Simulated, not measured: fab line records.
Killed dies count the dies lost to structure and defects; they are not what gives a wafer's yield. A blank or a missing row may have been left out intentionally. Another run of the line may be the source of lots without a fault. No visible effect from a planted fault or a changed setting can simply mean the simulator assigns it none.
One fault through the eyes of 2 desks ; flow n5Finfet ; each desk holds nothing but its own numbers, with what lay behind them at the end

== THE TOOL OWNER'S DESK: lithoTrack-04 ==
The tool's own readings at N5_SDB_COAT_04 (time 60 s, resist thk 18 nm): means of the sampled wafers that have a number, for each lot that ran on this tool. A lot is out of limits, marked OUT, if its mean lies more than 4 standard deviations from the usual mean; the brackets give that distance.
Columns: A = runLengthS at N5_SDB_COAT_04, usual 66.29 s
lot;first seen here;A
L471;day 4 20:44;66.48
L473;day 5 07:14;66.50
L474;day 5 10:25;66.50
L475;day 5 20:13;72.59 (+30) OUT
L477;day 6 09:05;72.62 (+30) OUT
L478;day 6 12:44;72.47 (+29) OUT
L488;day 9 00:32;66.50
This desk's verdict: out of limits on L475, L477, L478, starting with L475 at day 5 20:13 (runLengthS at N5_SDB_COAT_04). L471, L473, L474, L488 stayed within limits.

== AT THE METROLOGY DESK ==
Lot by lot, what the gauges showed, no matter which tool ran the lot: averages of those sampled wafers that carry a number. A lot is out of limits, marked OUT, if its mean lies more than 4 standard deviations from the usual mean; the brackets give that distance. Readings shown: 7 of its 10, picked as those furthest out on some lot.
Columns: A = DIBL_P at N5_BEOL_M4_RC_MEAS_101, usual 35.8 mV/V; B = IOFF_P at N5_BEOL_M4_RC_MEAS_101, usual 0.204 nA/um; C = ION_N at N5_BEOL_M4_RC_MEAS_101, usual 673 uA/um; D = ION_P at N5_BEOL_M4_RC_MEAS_101, usual 462 uA/um; E = SS_P at N5_BEOL_M4_RC_MEAS_101, usual 73.3 mV/dec; F = VT_N at N5_BEOL_M4_RC_MEAS_101, usual 250.5 mV; G = VT_P at N5_BEOL_M4_RC_MEAS_101, usual -251 mV
lot;first seen here;A;B;C;D;E;F;G
L468;day 9 03:01;36.5;0.208;683;467;73.3;249.8;-250
L471;day 9 09:43;37.3;0.217;673;463;73.9;249.0;-249
L473;day 9 21:02;34.1;0.193;668;459;73.1;250.2;-252
L474;day 9 23:50;34.2;0.203;664;462;73.1;253.8;-251
L475;day 10 10:56;36.6;0.225;674;462;73.5;249.4;-248
L477;day 10 19:15;35.0;0.214;684;468;73.5;249.2;-250
L478;day 11 01:07;36.6;0.174;672;458;73.7;252.1;-255
L486;day 13 05:35;35.0;0.220;677;465;73.4;249.2;-248
L488;day 13 09:00;36.4;0.228;681;470;74.0;248.9;-249
L490;day 14 08:23;35.4;0.192;664;458;73.1;253.0;-253
Result from this desk: across the 10 lots, nothing is out of limits.

== ALL TOGETHER ==
The tool owner's desk had the chance to raise an alarm at day 5 20:13 on L475, L477, L478.
Nothing out of limits was seen by the metrology desk.
The metrology desk holds a record of L475, L477, L478, inside its limits.
The lots listed all ran N5_SDB_COAT_04 on lithoTrack-04.

== WHAT THE SIMULATOR PUT IN ==
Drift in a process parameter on lithoTrack-04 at N5_SDB_COAT_04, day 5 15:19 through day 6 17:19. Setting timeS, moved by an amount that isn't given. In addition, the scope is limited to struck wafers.
Shown lots that were struck: L475, L477, L478.
Each desk's first reading out of limits, in hours after the fault started: the tool owner's desk, 5.
